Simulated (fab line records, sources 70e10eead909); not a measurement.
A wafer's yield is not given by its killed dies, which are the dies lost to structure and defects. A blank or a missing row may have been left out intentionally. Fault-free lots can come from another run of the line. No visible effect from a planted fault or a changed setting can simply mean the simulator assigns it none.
A lot that was struck, set against a sound lot / flow nand-harc / 21 out of 1159 route steps
Sound: these wafers, L133.2, L133.4, L133.5. The struck wafers were L143.1, L143.5. Last of all comes the cause.
Each step with rows lists, per side, the tool, then ch with its chambers, then its first start. Under that, the readings that differ: sound wafers / struck wafers / difference of the means / sigmas: that difference in standard deviations of wafers without a fault.
alike: a reading whose means differ by less than 2 such deviations, as well as words and numbers matching on both sides. not compared: withheld readings; readings where some wafer has no value; bounds like >300 that might hide an equal value; numbers whose values overlap and for which the record gives no deviation.
Wherever a step has rows on one side only, a row that says differs or no value, or a row with sigmas, the two part there. Non-overlapping numbers with no deviation appear without sigmas and do not part them. A reading that every wafer of one side lacks parts them only if that side has two wafers or more.

first, 4 steps without rows for these wafers: NHARC_P_GATE_PRECLEAN_71 (cleans in SC1); NHARC_P_GATE_SRD_72; NHARC_P_GATE_OXIDE_16 (material SiO2, target thk 3 nm, ox time 392 s); NHARC_P_GATE_CVD_17 (deposits poly-Si, target thk 150 nm, time 900 s).
NHARC_P_GATE_HM_DEP_102: deposits aC, target thk 120 nm.
  sound on acl-dep-02 ch 0, day 4 08:26; struck on acl-dep-02 ch 0, day 7 04:07
  alike: throttle-valve-pct
NHARC_P_GATE_DEP_103: deposits SiON, target thk 30 nm.
  sound on pecvd-01 ch 1,2, day 4 09:00; struck on pecvd-01 ch 0,2, day 7 04:49
  alike: heater-power-w, rf-fwd-power-W
then, 6 steps without rows for these wafers: NHARC_P_GATE_DEHYDRATE_18 (time 120 s); NHARC_P_GATE_HMDS_19 (time 30 s); NHARC_P_GATE_COAT_20 (resist thk 90 nm); NHARC_P_GATE_SOFTBAKE_21 (time 55 s); NHARC_P_GATE_EBR_22; NHARC_P_GATE_EXPOSE_23 (exposes mask P GATE, target cd 120 nm).
NHARC_P_GATE_PEB_24: peb time 65 s.
  sound on litho-track-06 ch 0, day 4 09:29; struck on litho-track-04 ch 0, day 7 05:16
reading=heater-power-total-W (W); sound=156.4 156.9 156.9; struck=155.3 154.8; difference=-1.7; sigmas=-4
reading=plate-temp-C (C); sound=100.08 100.09 99.95; struck=99.38 99.52; difference=-0.59; sigmas=-5
then, 1 step without rows for these wafers: NHARC_P_GATE_DEVELOP_25 (develop time 35 s).
NHARC_P_GATE_CD_MEAS_26 targets a cd of 120 nm.
  sound on cd-sem-02 ch 0, day 4 09:34; struck on cd-sem-01 ch 0
reading=cd-nm (nm); sound=119.1 119.1 119.5; struck=122.9 122.9; difference=+3.7; sigmas=+5
  not compared: hold
NHARC_P_GATE_OVL_MEAS_27:
  sound on overlay-02 at day 4 09:38; struck on overlay-02 at day 7 11:40
reading=hold; sound=- - -; struck=await-dispo/6.1h/release await-dispo/6.1h/release; difference=no value on the sound wafers; sigmas=
  alike: overlay-x-nm, overlay-y-nm
NHARC_P_GATE_INSPECT_28:
  sound on defect-inspect-02 at day 4 09:41; struck on defect-inspect-02 at day 7 11:43
  alike: raw-defect-count
NHARC_P_GATE_DESCUM_31: chemistry O2, time 3 s.
  sound on rie-diel-07 ch 0,3, day 4 09:44; struck on rie-diel-09 ch 1,2, day 7 11:50
reading=throttle-valve-pct (%); sound=11.314 11.314 11.298; struck=11.334 11.319; difference=+0.018; sigmas=+2
reading=model.P_GATE.cd-nm (nm); sound=119.5 118.7 119.4; struck=121.6 122.8; difference=+3.0; sigmas=
  alike: chamber-pressure-mTorr, drypump-motor-current-A, mfc-ar-sccm, oes-product-au, rf-vpp-V, showerhead-plenum-p-Torr
  not compared: rf-hours-counter-h
NHARC_P_GATE_ETCH_104: etches the open film in CF4/CHF3, target depth 60 nm.
  sound on rie-diel-07 ch 0,1,3, day 4 09:50; struck on rie-diel-09 ch 1,2, day 7 11:55
reading=bias-w (W); sound=201.2 199.9 200.7; struck=199.4 198.9; difference=-1.4; sigmas=-2
reading=model.P_GATE.cd-nm (nm); sound=119.9 118.7 119.3; struck=122 123.2; difference=+3; sigmas=
  alike: cf4-flow-sccm, chamber-pressure-mTorr, drypump-motor-current-A, mfc-ar-sccm, oes-product-au, rf-fwd-power-W, rf-vpp-V, showerhead-plenum-p-Torr, throttle-valve-pct
NHARC_P_GATE_HM_OPEN_105: chemistry O2/COS, target depth 360 nm.
  sound on rie-diel-07 ch 0,1,2; struck on rie-diel-09 ch 1,2
  alike: bias-w, chamber-pressure-mTorr, cos-flow-sccm, drypump-motor-current-A, mfc-ar-sccm, oes-product-au, rf-fwd-power-W, rf-vpp-V, showerhead-plenum-p-Torr, throttle-valve-pct
  not compared: rf-hours-counter-h
following that, these wafers have no rows for 1 step: NHARC_END_SORT_01.

WHERE THEY PART
Last at NHARC_P_GATE_ETCH_104 as far as this record goes, first at NHARC_P_GATE_PEB_24. Later steps at which nothing parts them and some readings are alike: NHARC_P_GATE_HM_OPEN_105.

WHY: whatever the simulator had introduced
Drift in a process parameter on litho-track-04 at NHARC_P_GATE_PEB_24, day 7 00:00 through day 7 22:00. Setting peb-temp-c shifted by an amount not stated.
